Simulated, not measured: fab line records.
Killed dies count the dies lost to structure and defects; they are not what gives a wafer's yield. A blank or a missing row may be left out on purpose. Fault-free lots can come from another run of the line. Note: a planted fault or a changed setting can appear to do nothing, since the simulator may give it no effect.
Which tool is to blame?    flow n5Finfet    36 wafers from 12 lots sampled at 3 of the route's 1938 steps

WHAT THE GAUGES SHOWED, per wafer
N5_BEOL_M5_OCD_MEAS_38.
lot   measured      on      trenchDepthNm (nm)
L076  day 9 03:27   ocd-01  70.7 70.7 73.0
L077  day 9 10:56   ocd-01  73.1 72.8 72.0
L079  day 9 22:53   ocd-01  70.7 72.4 70.8
L081  day 10 15:01  ocd-01  71.8 71.6 70.7
L082  day 11 01:06  ocd-01  70.1 69.6 71.0
L086  day 11 07:31  ocd-02  72.2 71.0 73.0
L085  day 12 04:48  ocd-01  71.2 71.0 73.3
L089  day 12 12:03  ocd-01  73.6 73.3 70.2
L091  day 12 18:09  ocd-01  72.3 69.8 72.3
L094  day 13 18:34  ocd-02  72.2 70.2 72.5
L095  day 14 04:25  ocd-02  73.6 72.7 72.3
L096  day 14 14:34  ocd-01  72.4 71.2 71.3

TOOL THAT RAN EACH LOT (tool first, then ch and the chambers of the sampled wafers, then the start)
lot   N5_BEOL_M5_STRIP_19                N5_BEOL_M5_ETCH_41
L076  rieDiel-04 ch 0,1,2, day 9 02:26   rieDiel-03 ch 0,1,2, day 9 03:27 or earlier
L077  rieDiel-04 ch 0,1, day 9 10:01     rieDiel-04 ch 0,1, day 9 10:56 or earlier
L079  rieDiel-06 ch 0,1,2, day 9 20:22   rieDiel-06 ch 2,3, day 9 22:53 or earlier
L081  rieDiel-04 ch 0,1, day 10 13:54    rieDiel-04 ch 0,1, day 10 15:01 or earlier
L082  rieDiel-03 ch 1,2,3, day 10 20:58  rieDiel-06 ch 0,1,2, day 11 01:06 or earlier
L086  rieDiel-03 ch 0,2, day 11 05:44    rieDiel-04 ch 1,2,3, day 11 07:31 or earlier
L085  rieDiel-04 ch 0,1, day 12 02:45    rieDiel-03 ch 0,2,3, day 12 04:48 or earlier
L089  rieDiel-04 ch 0,2,3, day 12 11:00  rieDiel-03 ch 0,1, day 12 12:03 or earlier
L091  rieDiel-06 ch 1,2,3, day 12 13:48  rieDiel-06 ch 1,2, day 12 18:09 or earlier
L094  rieDiel-04 ch 0,2,3, day 13 14:56  rieDiel-06 ch 1,2,3, day 13 18:34 or earlier
L095  rieDiel-06 ch 0,2,3, day 14 00:46  rieDiel-04 ch 0,2, day 14 04:25 or earlier
L096  rieDiel-04 ch 1,2, day 14 11:36    rieDiel-03 ch 0,3, day 14 14:34 or earlier
- N5_BEOL_M5_STRIP_19: strips in O2.
- N5_BEOL_M5_ETCH_41: etches SiCN in CH3F/O2, target depth 31.5 nm, time 56.7 s.

THE ANSWER, worked out from the rows above alone
Rule: usual is defined by the lots themselves. Put in order of their means at a reading, lots are off if they are a third of the lots or fewer, leave a main group of 4 or more, and stand apart from it by a gap of 3 or more times the standard deviation of the main group's means; of several such gaps the widest counts. A main group is skipped when, at the precision printed for the reading in the tables above, its means are all equal. A lot without any number at a reading at which 4 lots or more have one is off too. Where the step has rows for the other lots, those lots are counted as sound.
None of the lots is off at any reading shown; this tells nothing.

WHAT THE SIMULATOR PUT IN
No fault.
